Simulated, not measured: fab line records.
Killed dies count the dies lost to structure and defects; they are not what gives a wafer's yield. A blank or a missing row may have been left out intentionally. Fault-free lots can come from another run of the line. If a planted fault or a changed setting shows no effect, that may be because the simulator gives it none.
Which tool was responsible?	flow n5_finfet	72 wafers from 24 lots sampled at 6 of the route's 1938 steps

## WHAT EACH GAUGE READ, for each wafer
The record holds no reading of a measuring or inspecting step that can be judged against a usual standard deviation.

## WHICH TOOL RAN EACH LOT (tool, then ch and the chambers of the sampled wafers, then the start)
lot	N5_BEOL_M2_ETCH_41	N5_BEOL_M2_STRIP_97	N5_BEOL_M2_SURFACE_TREAT_85	N5_BEOL_M2_ANNEAL_91	N5_BEOL_M2_SPUTTER_94	N5_BEOL_M2_CMP_52
L074	rie_diel-01 ch 0,2, day 8 02:50 or earlier	rie_diel-01 ch 0,2, day 8 02:50 or earlier	pvd_sputter-02, day 8 02:50	pvd_sputter-01, day 8 04:17	pvd_sputter-01, day 8 04:38	cmp-04 ch 0,2,3, day 8 05:21
L075	rie_diel-01 ch 0,2, day 8 08:58 or earlier	rie_diel-01 ch 0,2, day 8 08:58 or earlier	pvd_sputter-03, day 8 08:58	pvd_sputter-03, day 8 10:33	pvd_sputter-03, day 8 10:55	cmp-02 ch 0,1,2, day 8 11:38
L076	rie_diel-03 ch 0,3, day 8 09:53 or earlier	rie_diel-03 ch 0,3, day 8 09:53 or earlier	pvd_sputter-01, day 8 09:53	pvd_sputter-01, day 8 11:18	pvd_sputter-01, day 8 11:40	cmp-04 ch 0,1,3, day 8 12:27
L077	rie_diel-03 ch 0,1, day 8 11:00 or earlier	rie_diel-03 ch 0,1, day 8 11:00 or earlier	pvd_sputter-02, day 8 11:00	pvd_sputter-03, day 8 12:29	pvd_sputter-03, day 8 12:51	cmp-02 ch 1,3, day 8 13:34
L079	rie_diel-03 ch 0,3, day 8 12:22 or earlier	rie_diel-03 ch 0,3, day 8 12:22 or earlier	pvd_sputter-02, day 8 12:22	pvd_sputter-02, day 8 13:49	pvd_sputter-02, day 8 14:11	cmp-02 ch 1,3, day 8 14:56
L080	rie_diel-03 ch 1,3, day 8 12:36 or earlier	rie_diel-03 ch 1,3, day 8 12:36 or earlier	pvd_sputter-02, day 8 12:36	pvd_sputter-01, day 8 14:04	pvd_sputter-01, day 8 14:25	cmp-01 ch 0,3, day 8 15:08
L078	rie_diel-06 ch 0,1,3, day 8 15:46 or earlier	rie_diel-06 ch 0,1,3, day 8 15:46 or earlier	pvd_sputter-01, day 8 15:46	pvd_sputter-03, day 8 18:57	pvd_sputter-03, day 8 19:19	cmp-01 ch 0,3, day 8 20:01
L081	rie_diel-01 ch 0,1, day 8 18:46 or earlier	rie_diel-01 ch 0,1, day 8 18:46 or earlier	pvd_sputter-02, day 8 18:46	pvd_sputter-03, day 8 20:47	pvd_sputter-03, day 8 21:09	cmp-01 ch 1,2,3, day 8 22:14
L082	rie_diel-01 ch 1,2, day 8 21:55 or earlier	rie_diel-01 ch 1,2, day 8 21:55 or earlier	pvd_sputter-02, day 8 21:55	pvd_sputter-03, day 8 23:29	pvd_sputter-03, day 8 23:50	cmp-01 ch 0,3, day 9 00:41
L084	rie_diel-01 ch 0,3, day 9 08:56 or earlier	rie_diel-01 ch 0,3, day 9 08:56 or earlier	pvd_sputter-03, day 9 08:56	pvd_sputter-02, day 9 10:24	pvd_sputter-02, day 9 10:46	cmp-04 ch 0,1, day 9 12:07
L083	rie_diel-06 ch 0,1,3, day 9 08:58 or earlier	rie_diel-06 ch 0,1,3, day 9 08:58 or earlier	pvd_sputter-03, day 9 08:58	pvd_sputter-03, day 9 10:35	pvd_sputter-03, day 9 10:57	cmp-02 ch 0,2,3, day 9 12:17
L085	rie_diel-01 ch 1,2, day 9 15:14 or earlier	rie_diel-01 ch 1,2, day 9 15:14 or earlier	pvd_sputter-01, day 9 15:14	pvd_sputter-01, day 9 16:38	pvd_sputter-01, day 9 16:59	cmp-02 ch 0,3, day 9 17:45
L086	rie_diel-01 ch 1,2, day 10 01:42 or earlier	rie_diel-01 ch 1,2, day 10 01:42 or earlier	pvd_sputter-01, day 10 01:42	pvd_sputter-01, day 10 04:01	pvd_sputter-01, day 10 04:23	cmp-01 ch 0,1,3, day 10 05:23
L087	rie_diel-06 ch 0,2, day 11 02:25 or earlier	rie_diel-06 ch 0,2, day 11 02:25 or earlier	pvd_sputter-01, day 11 02:25	pvd_sputter-02, day 11 03:54	pvd_sputter-02, day 11 04:16	cmp-02 ch 1,2,3, day 11 05:49
L088	rie_diel-06 ch 0,1,2, day 11 02:49 or earlier	rie_diel-06 ch 0,1,2, day 11 02:49 or earlier	pvd_sputter-01, day 11 02:49	pvd_sputter-01, day 11 04:17	pvd_sputter-01, day 11 04:39	cmp-04 ch 0,1,3, day 11 06:13
L089	rie_diel-01 ch 1,2,3, day 11 07:55 or earlier	rie_diel-01 ch 1,2,3, day 11 07:55 or earlier	pvd_sputter-02, day 11 07:55	pvd_sputter-01, day 11 09:19	pvd_sputter-01, day 11 09:40	cmp-04 ch 0,2,3, day 11 10:29
L090	rie_diel-06 ch 1,2, day 11 07:56 or earlier	rie_diel-06 ch 1,2, day 11 07:56 or earlier	pvd_sputter-01, day 11 07:56	pvd_sputter-02, day 11 09:23	pvd_sputter-02, day 11 09:44	cmp-01 ch 0,1,3, day 11 10:52
L091	rie_diel-03 ch 1,3, day 12 01:17 or earlier	rie_diel-03 ch 1,3, day 12 01:17 or earlier	pvd_sputter-01, day 12 01:17	pvd_sputter-03, day 12 02:44	pvd_sputter-03, day 12 03:06	cmp-04 ch 0,1,2, day 12 04:06
L092	rie_diel-01 ch 0,1,2, day 12 04:32 or earlier	rie_diel-01 ch 0,1,2, day 12 04:32 or earlier	pvd_sputter-03, day 12 04:32	pvd_sputter-02, day 12 06:06	pvd_sputter-02, day 12 06:28	cmp-04 ch 0,1,3, day 12 07:21
L093	rie_diel-06 ch 1,2,3, day 12 04:39 or earlier	rie_diel-06 ch 1,2,3, day 12 04:39 or earlier	pvd_sputter-03, day 12 04:39	pvd_sputter-03, day 12 06:14	pvd_sputter-03, day 12 06:35	cmp-04 ch 0,3, day 12 07:37
L094	rie_diel-01 ch 0,2,3, day 12 04:58 or earlier	rie_diel-01 ch 0,2,3, day 12 04:58 or earlier	pvd_sputter-03, day 12 04:58	pvd_sputter-01, day 12 06:35	pvd_sputter-01, day 12 06:57	cmp-04 ch 0,1,3, day 12 07:48
L095	rie_diel-01 ch 1,2, day 12 11:53 or earlier	rie_diel-01 ch 1,2, day 12 11:53 or earlier	pvd_sputter-02, day 12 11:53	pvd_sputter-03, day 12 13:20	pvd_sputter-03, day 12 13:42	cmp-04 ch 0,1,3, day 12 14:29
L097	rie_diel-01 ch 0,1,3, day 12 15:41 or earlier	rie_diel-01 ch 0,1,3, day 12 15:41 or earlier	pvd_sputter-01, day 12 15:41	pvd_sputter-02, day 12 17:09	pvd_sputter-02, day 12 17:31	cmp-02 ch 0,3, day 12 18:16
L096	rie_diel-01 ch 1,2,3, day 12 16:24 or earlier	rie_diel-01 ch 1,2,3, day 12 16:24 or earlier	pvd_sputter-03, day 12 16:24	pvd_sputter-03, day 12 17:52	pvd_sputter-03, day 12 18:13	cmp-01 ch 0,2,3, day 12 19:12
- N5_BEOL_M2_ETCH_41: etches SiCN in CH3F/O2, target depth 29.9 nm, time 52.5 s.
- N5_BEOL_M2_STRIP_97: strips in N2/H2, time 10 s.
- N5_BEOL_M2_SURFACE_TREAT_85
- N5_BEOL_M2_ANNEAL_91: time 240 s.
- N5_BEOL_M2_SPUTTER_94: material Cu, target thk 4.5 nm, time 8.29 s.
- N5_BEOL_M2_CMP_52: polishes, stops on SiOC, t overpolish 6.8 s, target thk 40 nm.

## WHAT THE TOOLS THEMSELVES READ (means of the sampled wafers that have a number; where no wafer has one, the mark that the record gives instead)
N5_BEOL_M2_ETCH_41. Usual: drypump_motor_current_A 5.7 A, standard deviation 0.47; oes_product_au 0.81 a.u., standard deviation 0.091; rf_vpp_V 296.7 V, standard deviation 1.1; showerhead_plenum_p_Torr 1.97 Torr, standard deviation 0.04; throttle_valve_pct 16.28 %, standard deviation 0.28.
lot	tool	drypump_motor_current_A (A)	oes_product_au (a.u.)	rf_vpp_V (V)	showerhead_plenum_p_Torr (Torr)	throttle_valve_pct (%)	flag
L074	rie_diel-01	5.2	0.75	296.4	1.98	16.62	
L075	rie_diel-01	5.2	0.75	296.9	1.98	16.62	
L076	rie_diel-03	5.4	0.74	295.9	1.95	16.38	
L077	rie_diel-03	5.4	0.78	296.2	1.95	16.15	
L079	rie_diel-03	5.4	0.73	297.1	1.95	16.37	
L080	rie_diel-03	5.8	0.88	298.1	2.03	16.01	
L078	rie_diel-06	5.8	0.71	297.2	1.96	16.42	
L081	rie_diel-01	5.3	0.77	296.4	1.97	16.56	
L082	rie_diel-01	6.0	0.90	296.7	1.96	16.22	
L084	rie_diel-01	5.7	0.77	297.1	1.95	16.23	
L083	rie_diel-06	5.8	0.71	296.6	1.96	16.42	
L085	rie_diel-01	6.0	0.89	296.2	1.96	16.23	
L086	rie_diel-01	6.1	0.91	296.8	1.96	16.16	
L087	rie_diel-06	5.2	0.84	296.6	1.99	16.31	
L088	rie_diel-06	5.5	0.78	296.4	1.97	16.36	
L089	rie_diel-01	6.1	0.85	296.0	1.95	16.15	
L090	rie_diel-06	5.5	0.75	297.5	1.98	16.50	
L091	rie_diel-03	5.9	0.84	298.7	2.02	16.06	
L092	rie_diel-01	5.6	0.89	296.4	1.96	16.29	
L093	rie_diel-06	5.6	0.85	296.2	1.98	16.40	
L094	rie_diel-01	5.6	0.86	295.8	1.96	16.24	
L095	rie_diel-01	6.0	0.84	296.3	1.95	16.29	
L097	rie_diel-01	5.7	0.87	296.8	1.95	16.18	
L096	rie_diel-01	6.1	0.82	296.5	1.94	16.16	

N5_BEOL_M2_STRIP_97. Usual: drypump_motor_current_A 5.7 A, standard deviation 0.47; oes_product_au 0.82 a.u., standard deviation 0.093; rf_vpp_V 59.0 V, standard deviation 0.82; showerhead_plenum_p_Torr 2.49 Torr, standard deviation 0.056; throttle_valve_pct 23.5 %, standard deviation 0.33.
lot	tool	drypump_motor_current_A (A)	oes_product_au (a.u.)	rf_vpp_V (V)	showerhead_plenum_p_Torr (Torr)	throttle_valve_pct (%)	flag
L074	rie_diel-01	5.2	0.75	59.3	2.49	23.8	
L075	rie_diel-01	5.2	0.75	58.8	2.49	23.8	
L076	rie_diel-03	5.4	0.74	57.9	2.48	23.9	
L077	rie_diel-03	5.4	0.78	59.7	2.48	23.6	
L079	rie_diel-03	5.4	0.74	58.9	2.48	23.9	
L080	rie_diel-03	5.9	0.88	59.8	2.58	23.3	
L078	rie_diel-06	5.8	0.71	59.7	2.47	23.6	
L081	rie_diel-01	5.3	0.77	59.3	2.49	23.7	
L082	rie_diel-01	6.0	0.91	58.9	2.46	23.4	
L084	rie_diel-01	5.7	0.77	58.6	2.47	23.5	
L083	rie_diel-06	5.9	0.71	58.8	2.47	23.6	
L085	rie_diel-01	6.0	0.90	59.8	2.46	23.5	
L086	rie_diel-01	6.1	0.92	58.2	2.47	23.3	
L087	rie_diel-06	5.2	0.84	58.9	2.53	23.7	
L088	rie_diel-06	5.4	0.78	58.7	2.50	23.6	
L089	rie_diel-01	6.1	0.85	58.6	2.46	23.4	
L090	rie_diel-06	5.5	0.75	59.3	2.51	23.8	
L091	rie_diel-03	5.9	0.84	58.7	2.57	23.3	
L092	rie_diel-01	5.7	0.89	59.0	2.47	23.5	
L093	rie_diel-06	5.6	0.85	57.8	2.51	23.7	
L094	rie_diel-01	5.6	0.86	58.8	2.46	23.6	
L095	rie_diel-01	6.0	0.86	59.5	2.45	23.5	
L097	rie_diel-01	5.7	0.87	58.9	2.47	23.4	
L096	rie_diel-01	6.1	0.84	58.5	2.45	23.4	

N5_BEOL_M2_ANNEAL_91. Usual: 836 W for heater_power_w, sd 91.
lot	tool	heater_power_w (W)	flag
L074	pvd_sputter-01	800	
L075	pvd_sputter-03	884	
L076	pvd_sputter-01	732	
L077	pvd_sputter-03	871	
L079	pvd_sputter-02	799	
L080	pvd_sputter-01	785	
L078	pvd_sputter-03	864	
L081	pvd_sputter-03	887	
L082	pvd_sputter-03	892	
L084	pvd_sputter-02	802	
L083	pvd_sputter-03	888	
L085	pvd_sputter-01	701	
L086	pvd_sputter-01	844	
L087	pvd_sputter-02	805	
L088	pvd_sputter-01	816	
L089	pvd_sputter-01	857	
L090	pvd_sputter-02	798	
L091	pvd_sputter-03	867	
L092	pvd_sputter-02	817	
L093	pvd_sputter-03	898	
L094	pvd_sputter-01	805	
L095	pvd_sputter-03	841	
L097	pvd_sputter-02	817	
L096	pvd_sputter-03	897	

N5_BEOL_M2_SPUTTER_94. Usual: chuck_gas_flow_sccm 1.26 sccm, standard deviation 0.056; throttle_valve_pct 30.2 %, standard deviation 1.5.
lot	tool	chuck_gas_flow_sccm (sccm)	throttle_valve_pct (%)	flag
L074	pvd_sputter-01	1.26	30.4	
L075	pvd_sputter-03	1.23	32.4	
L076	pvd_sputter-01	1.31	29.8	
L077	pvd_sputter-03	1.31	29.5	
L079	pvd_sputter-02	1.25	30.4	
L080	pvd_sputter-01	1.24	30.3	
L078	pvd_sputter-03	1.24	29.9	
L081	pvd_sputter-03	1.22	32.5	
L082	pvd_sputter-03	1.25	27.9	
L084	pvd_sputter-02	1.29	30.5	
L083	pvd_sputter-03	1.25	29.5	
L085	pvd_sputter-01	1.30	30.3	
L086	pvd_sputter-01	1.22	29.8	
L087	pvd_sputter-02	1.25	30.8	
L088	pvd_sputter-01	1.27	30.5	
L089	pvd_sputter-01	1.29	30.9	
L090	pvd_sputter-02	1.29	30.3	
L091	pvd_sputter-03	1.26	30.3	
L092	pvd_sputter-02	1.27	30.6	
L093	pvd_sputter-03	1.23	29.6	
L094	pvd_sputter-01	1.30	30.2	
L095	pvd_sputter-03	1.23	31.3	
L097	pvd_sputter-02	1.26	29.9	
L096	pvd_sputter-03	1.27	31.1	

N5_BEOL_M2_CMP_52. Usual: barrier_field_endpoint_s 24.6 s, standard deviation 0.63; motor_current_A 6.0 A, standard deviation 0.63; overpolish_run_s 6.800 s, standard deviation 0.0084; time_to_endpoint_s 61.8 s, standard deviation 2.9.
lot	tool	barrier_field_endpoint_s (s)	motor_current_A (A)	overpolish_run_s (s)	time_to_endpoint_s (s)	flag
L074	cmp-04	24.8	5.6	6.799	60.6	
L075	cmp-02	24.6	6.0	6.795	60.1	
L076	cmp-04	24.3	6.1	6.799	60.9	
L077	cmp-02	24.5	5.8	6.800	60.9	
L079	cmp-02	24.0	5.9	6.795	58.2	
L080	cmp-01	24.9	6.1	6.800	67.1	
L078	cmp-01	24.8	6.1	6.806	64.4	
L081	cmp-01	23.7	5.9	6.801	60.5	
L082	cmp-01	25.2	6.1	6.805	63.8	
L084	cmp-04	23.9	5.4	6.799	59.5	
L083	cmp-02	24.8	6.1	6.802	62.5	
L085	cmp-02	24.9	6.4	6.795	60.2	
L086	cmp-01	25.4	6.0	6.803	65.6	
L087	cmp-02	24.0	6.2	6.809	58.7	
L088	cmp-04	24.8	6.0	6.787	63.3	
L089	cmp-04	25.2	5.7	6.798	63.0	
L090	cmp-01	25.3	6.0	6.795	66.6	
L091	cmp-04	24.6	5.4	6.798	59.9	
L092	cmp-04	24.8	6.2	6.796	61.3	
L093	cmp-04	24.4	6.3	6.800	61.2	
L094	cmp-04	24.2	6.0	6.798	60.6	
L095	cmp-04	24.5	5.9	6.797	60.5	
L097	cmp-02	24.3	6.2	6.800	61.5	
L096	cmp-01	23.8	5.7	6.809	59.2	

## THE ANSWER, worked out from the rows above alone
Rule: take the mean of a lot's wafers that have a number; if it is more than 3 standard deviations from the usual mean, the lot is off. Also off: a lot with no number at a reading for which 4 or more lots have one. The other lots that the step has rows for count as sound. The gauges are gone through in route order, then the tools' own readings, and for those a lot's mean is taken as printed above. The first step at which some lot is off is used, and at that step the reading that is off furthest; a lot without a number counts as furthest.
None of the lots is off at any reading shown; this tells nothing.

## WHAT THE SIMULATOR HAD PUT IN
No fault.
